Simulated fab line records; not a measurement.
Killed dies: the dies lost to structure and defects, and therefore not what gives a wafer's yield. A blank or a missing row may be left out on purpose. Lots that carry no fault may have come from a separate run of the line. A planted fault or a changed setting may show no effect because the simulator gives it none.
Struck lot and sound lot, side by side    flow nandHarc    15 steps out of a route of 1159
Sound: the wafers L617.1, L617.3, L617.6. Struck: wafers L621.1, L621.4, L621.5. The cause comes at the end.
For every step that has rows: the tool of each side, followed by ch and its chambers, followed by its first start. Under that, the readings that differ: sound wafers    struck wafers    difference of the means    sigmas: that difference in standard deviations of wafers without a fault.
alike: same words and numbers on both sides, and readings whose means sit less than 2 such deviations apart. not compared: any withheld reading, any reading some wafer has no value for, any bound like >300 that may hide the same value, and any number with overlapping values for which the record gives no deviation.
A row with sigmas, a row that says differs or no value, or rows on one side alone: a step with any of these is where the two part. Non-overlapping numbers with no deviation appear without sigmas and do not part them. A reading missing from all wafers of one side parts the sides only when that side holds two or more wafers.

first, 4 steps without rows for these wafers: NHARC_A_BLC_EBR_06; NHARC_A_BLC_EXPOSE_07 (exposes mask A BLC, target cd 100 nm); NHARC_A_BLC_PEB_08 (peb time 65 s); NHARC_A_BLC_DEVELOP_09 (develop time 35 s).
NHARC_A_BLC_CD_MEAS_10 targets a cd of 100 nm.
  sound on cdSem-02 ch 0, day 20 05:30; struck on cdSem-02 ch 0, day 21 16:48
  alike: cdNm
NHARC_A_BLC_OVL_MEAS_11:
  sound: overlay-02 at day 20 05:35; struck: overlay-01 at day 21 16:53
reading          sound        struck          difference  sigmas
overlayXNm (nm)  0.8 0.8 0.4  -1.9 -1.7 -1.9  -2.5        -3
  alike: overlayYNm
NHARC_A_BLC_INSPECT_12:
  sound: defectInspect-02 at day 20 05:38; struck: defectInspect-01 at day 21 16:56
  alike: rawDefectCount
NHARC_A_BLC_DESCUM_15: chemistry O2, time 3 s.
  sound on rieDiel-01 ch 0,1,3, day 20 05:55; struck on rieDiel-02 ch 0,3, day 21 17:00
  alike: drypumpMotorCurrentA, oesProductAu, rfVppV, showerheadPlenumPTorr, throttleValvePct
  not compared: rfHoursCounterH
NHARC_A_BLC_ETCH_16: etches the open film in CF4, target depth 39 nm, time 65 s.
  sound on rieDiel-01 ch 0,2, day 20 06:00; struck on rieDiel-02 ch 0,1,2, day 21 17:04
  alike: drypumpMotorCurrentA, oesProductAu, rfVppV, showerheadPlenumPTorr, throttleValvePct
  not compared: rfHoursCounterH
NHARC_A_BLC_ETCH_17: etches the open film in N2/H2, target depth 390 nm, time 609.38 s.
  sound on rieDiel-01 ch 1,2; struck on rieDiel-02 ch 0,2,3
reading                       sound              struck             difference  sigmas
rfVppV (V)                    431.9 436.3 435.1  426.5 430.7 427.7  -6.1        -2
showerheadPlenumPTorr (Torr)  2.16 2.19 2.16     1.89 1.96 1.92     -0.25       -2
  alike: drypumpMotorCurrentA, h2FlowSccm, oesProductAu, throttleValvePct
  not compared: rfHoursCounterH
NHARC_A_BLC_ETCH_18: etches the open film in C4F8/O2/Ar, target depth 910 nm.
  sound on rieDiel-01 ch 2,3; struck on rieDiel-02 ch 0,3
reading              sound              struck             difference  sigmas
oesProductAu (a.u.)  0.986 0.981 0.978  0.921 0.915 0.931  -0.059      -3
  alike: rfVppV
  not compared: rfHoursCounterH
NHARC_A_BLC_CD_MEAS_19:
  sound: cdSem-02 at day 20 06:53; struck: cdSem-01 at day 21 17:58
  alike: cdNm
NHARC_A_BLC_STRIP_29: strips in CF4.
  sound on rieDiel-02 ch 0,1, day 20 06:57; struck on rieDiel-12 ch 1,3, day 21 18:02
  no value came back on the struck wafers for any of 7 readings (biasW (W), cf4FlowSccm (sccm) and others); on the sound wafers biasW (W) reads 0 0 0
  not compared: rfHoursCounterH
NHARC_A_BLC_STRIP_21: strips in O2.
  sound on rieDiel-02 ch 1, day 20 07:11; struck on rieDiel-12 ch 0,3, day 21 18:08
  alike: chamberPressureMTorr, drypumpMotorCurrentA, oesProductAu, rfVppV, showerheadPlenumPTorr, throttleValvePct
  not compared: rfHoursCounterH
after that, 1 step had no rows for these wafers: NHARC_END_SORT_01.

== WHERE THEY PART ==
Last at NHARC_A_BLC_STRIP_29 as far as this record goes, first at NHARC_A_BLC_OVL_MEAS_11. Later steps at which nothing parts them and some readings are alike: NHARC_A_BLC_STRIP_21.

WHY: the cause the simulator had injected
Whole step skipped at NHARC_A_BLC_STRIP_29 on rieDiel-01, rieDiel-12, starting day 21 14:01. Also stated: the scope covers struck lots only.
